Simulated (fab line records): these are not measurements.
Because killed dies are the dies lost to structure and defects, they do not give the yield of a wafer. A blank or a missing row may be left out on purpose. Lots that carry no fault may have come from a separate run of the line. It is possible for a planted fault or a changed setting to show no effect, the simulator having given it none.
Split-lot experiment	flow n5Finfet	21 wafers read across 7 lots, on a route 1938 steps long

== ON THE SPLIT ==
At N5_PASSIVATION_EXPOSE_07 (exposes mask TV, defocus 0 nm, target cd 3000 nm), the setting doseMj was moved away from the recipe's 22.75 on 7 of the 21 wafers read, by -2.8% to +6.9%. The other wafers ran this setting at the recipe's value.

== FROM THE SPLIT TO THE READING: what the file shows between them, 3 steps ==
- N5_PASSIVATION_PEB_08 (also split here: pebTimeS)
- N5_PASSIVATION_DEVELOP_09: develop time 60 s
- N5_PASSIVATION_HARDBAKE_11: time 120 s

== THE READING ==
cdNm at N5_PASSIVATION_CD_MEAS_10, given in nm (cd target 3000 nm). A value of 3002 nm with a standard deviation of 3.1 nm is what fault-free wafers of this fab line usually give.

wafer	tool, chamber at the split	doseMj as run	against the recipe	cdNm, nm	against lot-mates on the recipe
L074.2	krfScanner-02, 0	22.75	recipe	3004	-
L074.4	krfScanner-02, 0	22.75	recipe	3001	-
L074.6	krfScanner-02, 0	24.31	+6.9%	3016	+14
L075.1	krfScanner-02, 0	22.75	recipe	3004	-
L075.4	krfScanner-02, 0	22.75	recipe	3003	-
L075.5	krfScanner-02, 0	22.75	recipe	3010	-
L078.1	krfScanner-02, 0	23.82	+4.7%	3014	+12
L078.3	krfScanner-02, 0	23.82	+4.7%	3007	+5
L078.6	krfScanner-02, 0	22.75	recipe	3002	-
L090.4	krfScanner-02, 0	22.75	recipe	3004	-
L090.5	krfScanner-02, 0	22.75	recipe	3005	-
L090.6	krfScanner-02, 0	24.25	+6.6%	3027	+22
L089.1	krfScanner-02, 0	22.75	recipe	3006	-
L089.3	krfScanner-02, 0	22.75	recipe	3004	-
L089.4	krfScanner-02, 0	22.75	recipe	2997	-
L091.2	krfScanner-02, 0	23.71	+4.2%	3019	+14
L091.3	krfScanner-02, 0	22.75	recipe	3003	-
L091.4	krfScanner-02, 0	22.75	recipe	3008	-
L096.1	krfScanner-02, 0	22.75	recipe	2996	-
L096.3	krfScanner-02, 0	22.12	-2.8%	2996	+0
L096.5	krfScanner-02, 0	22.12	-2.8%	2995	-1

THE FIT
A straight line over all 21 wafers: cdNm changes by +2.52 nm for each +1% of doseMj; r = +0.85; the points scatter about the line by 4.3 nm.
The same after taking each lot's own level away (the mean of its wafers on the recipe; 21 wafers): +2.15 nm for each +1%; r = +0.85; scatter 3.7 nm.
On that fit, the largest move of doseMj shifts the reading by 15 nm.
Measured against the standard deviation above, the lots' own levels, which go from 2996.0 to 3005.7 nm, span 3.1 times it.
Thus the slope moves with the lot-to-lot level: the two fits are different.
Check: for one of the wafers moved furthest among these (+6.9%), held out of the fit, the line's prediction against its lot-mates is +16.5 nm. Against them it came out at +13.5 nm.

== OTHER SPLITS APPLIED TO THESE WAFERS ==
Other splits were also applied to these wafers ahead of the reading. Each is held against what the fit with the lots' levels taken away leaves over:
other split on the same wafers	wafers away from the commonest value	r with cdNm (lot level and that fit taken away)
N5_BEOL_M12_PEB_08 pebTimeS	6	-0.03
N5_BEOL_M13_COAT_65 spinRpm	8	-0.07
N5_BEOL_M15_TRENCH_ETCH_34 timeS	8	+0.31
N5_PASSIVATION_PEB_08 pebTimeS	as run: not given for these wafers	-

== FILE'S OWN FIT ==
cdNm changes by +2.45 nm for each +1% of doseMj, r = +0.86.
